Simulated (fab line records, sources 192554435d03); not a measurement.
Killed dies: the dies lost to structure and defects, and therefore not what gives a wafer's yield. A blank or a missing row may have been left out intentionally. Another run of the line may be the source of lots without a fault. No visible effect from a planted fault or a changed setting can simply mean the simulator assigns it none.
fab line records	flow n5Finfet
record lots=9	wafers=24	lastDay=19
route steps=1938 shown MOL_CONTACT_COAG@584 BEOL_M4@1111
lots untouched by any fault: they come from a run of this same line in which no faults occurred
startH: the number of hours between the record's first day and the start of the first shown wafer of the lot	waitH: how many hours have passed since the lot's step before this one	" unchanged from the row above	L1.1+2: several wafers, shown together as one row	- no value, or no start was given	* or withheld: withheld	< > ~ a bound
route shown NAME@n: a module of which the file shows steps, and the number in the route of the first	usual: mean/standard deviation taken from wafers without a fault	same: alike in all rows	chamber/n: place in a boat	sites: per-site readings	_std_site: their standard deviation	_edge_site: the outer-site mean with the inner-site mean subtracted	radiusMm: for every site, how far away it sits from the centre of the wafer	mask NAME#n: copy n	behind: the tool/chamber that last shaped the wafer	hold: the reason the lot was held/the length of the hold in hours/how it ended	device: transistor that didn't switch, given as n, p or np	end of line: the tests these same wafers got at the end of their route	step lacking rows: just its recipe	killed: not the wafer's yield, but the dies lost to structure and defects at the first sort	map: per-die view of a wafer (x killed, . not killed, _ where there is no die)
set.NAME: the setting as run; set.NAME@STEP: as run at that earlier step	model.NAME: the simulator's own value behind a step, which no gauge read
route steps across a sampled set of lots; one table per step, one row per wafer
services: the hour from which a tool's chamber was out of use, counted from the record's first day as startH (under 0 if before that day), plus the number of hours and why
## steps
# step N5_MOL_CONTACT_COAG_ETCHBACK_135
# recipe chemistry=CHF3	target=SiO2	targetDepthA=250	timeS=16.7	ionEnergyEv=200	pressureMtorr=30	sourceW=610	biasW=170	Ar_flow_sccm=200	CHF3_flow_sccm=50
# usual chamberPressureMTorr=30.00/0.061	drypumpMotorCurrentA=5.8/0.41	oes_ar_750_au=0.79/0.082	oesProductAu=0.79/0.087	rfVppV=530/15	showerheadPlenumPTorr=2.41/0.078	throttleValvePct=18.75/0.24
# same timeS=16.7
lot.wafer	tool	chamber	startH	waitH	chamberPressureMTorr	drypumpMotorCurrentA	oes_ar_750_au	oesProductAu	rfHoursCounterH	rfVppV	showerheadPlenumPTorr	throttleValvePct
L694.1	rieDiel-02	0	106.68	0.0	30.01	6.3	0.93	0.97	12	531	2.50	18.44
L694.2	"	3	"	"	30.00	5.6	0.74	0.73	170	535	2.28	18.93
L694.6	"	3	"	"	30.00	5.6	0.75	0.73	-	537	2.28	18.94
L697.2	rieDiel-02	2	121.92	0.0	29.98	5.5	0.85	0.84	71	510	2.49	18.58
L697.3	"	1	"	"	30.02	5.4	0.92	0.90	28	526	2.41	18.29
L697.6	"	0	"	"	30.03	6.3	0.92	0.96	-	530	2.50	18.43
L700.1	rieDiel-03	2	141.81	0.0	29.98	5.2	0.99	0.97	0	510	2.44	18.42
L700.4	"	0	"	"	30.00	5.5	0.71	0.73	165	567	2.40	19.03
L700.5	"	2	"	"	30.01	5.2	0.99	0.98	-	510	2.44	18.42
L705.1	rieDiel-05	3	172.66	0.0	30.00	5.4	0.70	0.71	204	555	2.48	19.09
L705.2	"	2	"	"	30.03	6.6	0.85	0.87	44	522	2.33	18.79
L706.1	rieDiel-05	1	176.25	0.0	29.95	5.9	0.85	0.86	53	530	2.31	18.59
L706.5	"	1	"	"	30.05	5.9	0.86	0.86	-	531	2.31	18.60
L707.1	rieDiel-02	3	187.28	0.0	29.96	5.7	0.73	0.70	196	535	2.27	18.97
L707.5	"	3	"	"	30.00	5.6	0.72	0.70	-	536	2.27	18.98
L710.4	rieDiel-05	1	203.59	0.0	30.01	5.9	0.84	0.85	63	529	2.30	18.61
L710.5	"	1	"	"	29.99	5.9	0.84	0.83	-	529	2.30	18.63
L710.6	"	0	"	"	29.99	5.7	0.73	0.72	-	518	2.44	18.68
L714.1	rieDiel-02	2	225.61	0.0	29.98	5.5	0.80	0.81	108	511	2.47	18.64
L714.2	"	1	"	"	29.96	5.4	0.87	0.86	59	526	2.40	18.32
L714.4	"	3	"	"	29.99	5.7	0.71	0.70	212	535	2.26	19.01
L715.2	rieDiel-02	2	231.68	0.0	29.99	5.5	0.80	0.80	111	512	2.47	18.67
L715.5	"	1	"	"	29.99	5.4	0.86	0.85	-	522	2.40	18.34
L715.6	"	2	"	"	29.95	5.5	0.80	0.80	-	510	2.47	18.66
# step N5_MOL_CONTACT_COAG_CD_MEAS_40
# recipe targetCdNm=25.1	landingEnergyEv=500	detector=seInlens	polarity=opening
# usual cdNm=25.03/0.25
lot.wafer	tool	chamber	startH	waitH	cdNm
L694.1	cdSem-03	0	107.40	-	25.28
L694.2	"	0	"	"	24.90
L694.6	"	0	"	"	24.92
L697.2	cdSem-01	0	122.74	-	25.11
L697.3	"	0	"	"	24.93
L697.6	"	0	"	"	25.13
L700.1	cdSem-02	0	142.62	-	25.28
L700.4	"	0	"	"	24.70
L700.5	"	0	"	"	25.23
L705.1	cdSem-02	0	173.35	-	24.82
L705.2	"	0	"	"	25.62
L706.1	cdSem-01	0	177.06	-	25.33
L706.5	"	0	"	"	25.07
L707.1	cdSem-01	0	187.97	-	25.02
L707.5	"	0	"	"	24.65
L710.4	cdSem-03	0	204.40	-	24.67
L710.5	"	0	"	"	25.03
L710.6	"	0	"	"	24.93
L714.1	cdSem-01	0	226.29	-	25.10
L714.2	"	0	"	"	24.78
L714.4	"	0	"	"	25.09
L715.2	cdSem-03	0	232.38	-	24.93
L715.5	"	0	"	"	25.08
L715.6	"	0	"	"	24.79
# step N5_MOL_CONTACT_COAG_ETCH_65
# recipe chemistry=N2/H2	target=underlayer	targetDepthA=130	maskMaterial=CAR-EUV	timeS=10.4	ionEnergyEv=200	pressureMtorr=30	sourceW=840	biasW=150	n2FlowSccm=200	h2FlowSccm=200	ends=cleared
# usual chamberPressureMTorr=30.006/0.029	drypumpMotorCurrentA=5.8/0.42	etchRfOnTimeS=10.3/0.45	h2FlowSccm=200.0/0.57	oesProductAu=0.69/0.076	rfVppV=524.7/2.5	showerheadPlenumPTorr=2.57/0.089	throttleValvePct=17.91/0.23
lot.wafer	tool	chamber	startH	waitH	chamberPressureMTorr	drypumpMotorCurrentA	etchRfOnTimeS	h2FlowSccm	oesProductAu	rfHoursCounterH	rfVppV	showerheadPlenumPTorr	throttleValvePct
L694.1	rieDiel-05	0	107.55	0.0	30.002	5.7	10.1	201.1	0.65	180	526.4	2.66	18.00
L694.2	"	2	"	"	30.053	6.6	10.3	200.4	0.77	23	522.9	2.49	17.87
L694.6	"	2	"	"	30.014	6.6	10.3	201.0	0.77	-	522.9	2.49	17.86
L697.2	rieDiel-05	1	122.95	0.0	30.018	5.9	10.0	199.3	0.77	36	521.5	2.48	17.75
L697.3	"	3	"	"	29.968	5.4	10.8	199.8	0.60	189	526.7	2.65	18.06
L697.6	"	3	"	"	29.985	5.4	10.9	200.5	0.61	-	526.2	2.65	18.07
L700.1	rieDiel-02	1	142.99	0.0	30.044	5.3	9.5	199.7	0.78	35	526.6	2.59	17.61
L700.4	"	0	"	"	30.030	6.2	9.8	200.0	0.80	24	528.7	2.69	17.51
L700.5	"	2	"	"	30.018	5.5	10.0	201.3	0.71	-	526.5	2.67	17.88
L705.1	rieDiel-05	0	173.52	0.0	29.994	5.7	5.9	200.5	0.88	201	525.7	2.65	18.10
L705.2	"	2	"	"	30.003	6.6	10.2	199.7	0.75	44	522.4	2.48	17.87
L706.1	rieDiel-05	0	177.22	0.0	30.015	5.6	6.0	198.8	0.87	202	526.9	2.65	18.12
L706.5	"	2	"	"	30.018	6.6	10.4	200.1	0.74	-	523.8	2.48	17.90
L707.1	rieDiel-05	0	188.29	0.0	30.055	5.6	5.9	199.1	0.88	204	527.2	2.65	18.10
L707.5	"	3	"	"	29.979	5.4	11.0	200.2	0.59	-	526.6	2.64	18.09
L710.4	rieDiel-02	1	204.56	0.0	30.008	5.3	9.7	199.7	0.75	52	524.1	2.59	17.61
L710.5	"	0	"	"	29.985	6.2	10.0	200.2	0.76	-	528.9	2.68	17.55
L710.6	"	1	"	"	30.016	5.4	9.8	200.1	0.75	-	524.7	2.59	17.62
L714.1	rieDiel-02	1	226.73	0.0	30.063	5.4	9.7	199.3	0.74	60	525.5	2.58	17.62
L714.2	"	3	"	"	29.958	5.7	10.2	200.1	0.61	213	519.6	2.42	18.34
L714.4	"	0	"	"	29.973	6.3	10.0	200.4	0.75	53	527.7	2.68	17.57
L715.2	rieDiel-02	3	232.54	0.0	29.995	5.6	10.4	199.7	0.60	215	519.1	2.42	18.37
L715.5	"	3	"	"	29.983	5.7	10.3	199.8	0.60	-	521.9	2.42	18.37
L715.6	"	0	"	"	30.010	6.3	10.1	200.2	0.73	-	526.6	2.68	17.57
# step N5_MOL_CONTACT_COAG_ETCH_66
# recipe chemistry=CF4	target=SiARC	targetDepthA=130	maskMaterial=CAR-EUV	timeS=21.7	ionEnergyEv=80	pressureMtorr=40	sourceW=545	biasW=36	Ar_flow_sccm=100	cf4FlowSccm=100	ends=cleared
# usual chamberPressureMTorr=40.01/0.12	drypumpMotorCurrentA=5.8/0.42	etchRfOnTimeS=21.6/0.98	oesProductAu=0.69/0.078	rfVppV=184.3/1.2	showerheadPlenumPTorr=2.16/0.067	throttleValvePct=15.61/0.23
lot.wafer	tool	chamber	startH	waitH	chamberPressureMTorr	drypumpMotorCurrentA	etchRfOnTimeS	oesProductAu	rfHoursCounterH	rfVppV	showerheadPlenumPTorr	throttleValvePct
L694.1	rieDiel-05	0	107.57	0.0	39.99	5.6	21.0	0.65	180	184.3	2.20	15.53
L694.2	"	2	"	"	40.00	6.6	21.6	0.78	23	182.8	2.10	15.61
L694.6	"	2	"	"	39.97	6.6	21.6	0.77	-	183.6	2.10	15.63
L697.2	rieDiel-05	1	122.97	0.0	40.01	5.9	21.2	0.76	36	182.7	2.09	15.44
L697.3	"	3	"	"	39.99	5.4	22.9	0.61	189	185.0	2.24	15.93
L697.6	"	3	"	"	40.02	5.4	23.0	0.60	-	183.1	2.24	15.94
L700.1	rieDiel-02	1	143.01	0.0	39.96	5.3	20.0	0.78	35	183.5	2.19	15.27
L700.4	"	0	"	"	39.99	6.2	20.6	0.80	24	186.8	2.24	15.29
L700.5	"	2	"	"	39.98	5.5	20.6	0.72	-	186.4	2.22	15.44
L705.1	rieDiel-05	0	173.54	0.0	39.99	5.6	21.6	0.62	201	184.1	2.19	15.57
L705.2	"	2	"	"	40.01	6.6	21.6	0.73	44	183.7	2.10	15.68
L706.1	rieDiel-05	0	177.24	0.0	40.03	5.7	21.5	0.62	202	184.2	2.19	15.57
L706.5	"	2	"	"	39.99	6.6	21.5	0.74	-	183.1	2.10	15.69
L707.1	rieDiel-05	0	188.31	0.0	40.02	5.7	21.7	0.62	204	184.5	2.19	15.57
L707.5	"	3	"	"	39.98	5.4	23.4	0.59	-	184.0	2.23	15.97
L710.4	rieDiel-02	1	204.58	0.0	39.98	5.4	20.3	0.75	52	185.8	2.18	15.34
L710.5	"	0	"	"	39.97	6.2	20.9	0.75	-	186.3	2.23	15.33
L710.6	"	1	"	"	40.03	5.4	20.3	0.74	-	183.7	2.18	15.32
L714.1	rieDiel-02	1	226.75	0.0	40.01	5.4	20.6	0.73	60	184.5	2.18	15.35
L714.2	"	3	"	"	40.04	5.7	22.1	0.59	213	183.7	2.03	15.84
L714.4	"	0	"	"	39.99	6.2	21.4	0.74	53	184.7	2.23	15.36
L715.2	rieDiel-02	3	232.56	0.0	40.06	5.6	21.6	0.60	215	183.6	2.03	15.85
L715.5	"	3	"	"	40.09	5.6	21.8	0.59	-	181.4	2.03	15.84
L715.6	"	0	"	"	40.02	6.2	21.0	0.74	-	186.8	2.23	15.36
# step N5_BEOL_M4_RC_MEAS_101
# usual DIBL_N=36.1/2.5	DIBL_P=36/3.3	IOFF_N=0.16/0.046	IOFF_P=0.20/0.051	ION_N=676/16	ION_P=462/11	SS_N=71.6/0.87	SS_P=73.2/0.86	VT_N=251/4.4	VT_P=-252/4.6
lot.wafer	tool	chamber	startH	waitH	DIBL_N[mV/V]	DIBL_P[mV/V]	IOFF_N[nA/um]	IOFF_P[nA/um]	ION_N[uA/um]	ION_P[uA/um]	SS_N[mV/dec]	SS_P[mV/dec]	VT_N[mV]	VT_P[mV]
L694.1	prober-02	0	192.37	0.0	39.6	40	0.22	0.24	684	462	72.7	74.3	247	-252
L694.2	"	0	"	"	32.8	33	0.11	0.14	672	458	70.8	72.5	257	-255
L694.6	"	0	"	"	35.8	34	0.17	0.17	671	455	72.8	72.4	255	-253
L697.2	prober-01	0	231.99	0.2	41.4	40	0.26	0.23	679	461	74.1	74.1	248	-252
L697.3	"	0	"	"	34.6	34	0.13	0.16	680	467	71.1	72.8	254	-253
L697.6	"	0	"	"	33.7	32	0.11	0.14	660	451	70.6	72.3	255	-256
L700.1	prober-01	0	235.91	0.0	33.5	33	0.12	0.16	688	473	70.3	72.1	253	-253
L700.4	"	0	"	"	36.6	37	0.17	0.22	677	462	72.3	73.1	247	-251
L700.5	"	0	"	"	35.9	36	0.15	0.19	699	472	71.2	72.9	251	-251
L705.1	prober-01	0	270.83	0.1	35.4	35	0.18	0.18	668	453	72.7	72.9	246	-251
L705.2	"	0	"	"	34.7	36	0.17	0.21	690	474	71.2	73.4	245	-249
L706.1	prober-01	0	275.79	0.0	37.9	39	0.20	0.21	692	461	72.2	73.8	244	-251
L706.5	"	0	"	"	34.2	35	0.15	0.17	681	455	70.8	72.6	246	-253
L707.1	prober-01	0	294.50	0.0	37.8	36	0.21	0.19	676	452	73.2	72.3	247	-250
L707.5	"	0	"	"	38.4	39	0.24	0.24	706	474	72.7	72.9	243	-245
L710.4	prober-01	0	307.45	0.5	35.8	34	0.13	0.16	680	465	71.4	72.1	253	-253
L710.5	"	0	"	"	36.5	36	0.13	0.18	673	463	71.2	73.1	254	-251
L710.6	"	0	"	"	39.0	38	0.18	0.20	680	457	72.0	73.3	252	-252
L714.1	prober-02	0	335.08	0.0	38.2	38	0.19	0.24	660	462	72.5	73.5	248	-243
L714.2	"	0	"	"	38.2	39	0.19	0.26	679	471	72.5	74.0	249	-247
L714.4	"	0	"	"	37.5	38	0.18	0.24	692	474	71.3	73.4	246	-245
L715.2	prober-01	0	338.74	0.2	40.5	40	0.22	0.27	656	451	73.0	73.8	252	-249
L715.5	"	0	"	"	39.1	40	0.21	0.30	690	481	72.1	74.3	248	-245
L715.6	"	0	"	"	35.2	34	0.11	0.19	630	447	70.9	72.7	256	-251
## services
tool	chamber	startH	hours	kind
rieDiel-03	-	89.00	0.2	repair
rieDiel-03	2	127.09	-	clean
rieDiel-03	2	127.09	-	consumableReplace:focusRing
rieDiel-03	2	127.09	13.7	scheduledDown
rieDiel-03	2	127.09	13.7	ventCycle
rieDiel-05	-	137.49	0.3	repair
rieDiel-03	3	143.60	-	clean
rieDiel-03	3	143.60	-	consumableReplace:focusRing
rieDiel-03	3	143.60	18.2	scheduledDown
rieDiel-03	3	143.60	18.2	ventCycle
rieDiel-02	1	170.85	12.0	repair
rieDiel-03	1	217.54	1.5	repair
rieDiel-03	1	219.15	-	clean
rieDiel-03	1	219.15	-	consumableReplace:focusRing
rieDiel-03	-	232.52	14.6	pm
## key
firstSign step=N5_MOL_CONTACT_COAG_ETCH_65	reading=etchRfOnTimeS	direction=down	sigmas=9.5	usual=*	struck=*
effect step=N5_MOL_CONTACT_COAG_ETCH_65	reading=oesProductAu	direction=up	sigmas=2.5	usual=0.69	struck=0.88
metAt N5_MOL_CONTACT_COAG_ETCH_65
struckLots L705,L706,L707
struckWafers L705.1,L706.1,L707.1
notActingAt N5_MOL_CONTACT_COAG_ETCHBACK_135,N5_MOL_CONTACT_COAG_CD_MEAS_40,N5_MOL_CONTACT_COAG_ETCH_66
onsetBetween 122.95 173.52
fault kind=processParameterDrift	tool=rieDiel-05	chamber=-	onsetH=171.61	steps=N5_MOL_CONTACT_COAG_ETCH_65	channel=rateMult	offset=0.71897	shape=step	endH=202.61	scope=struckWafersOnly
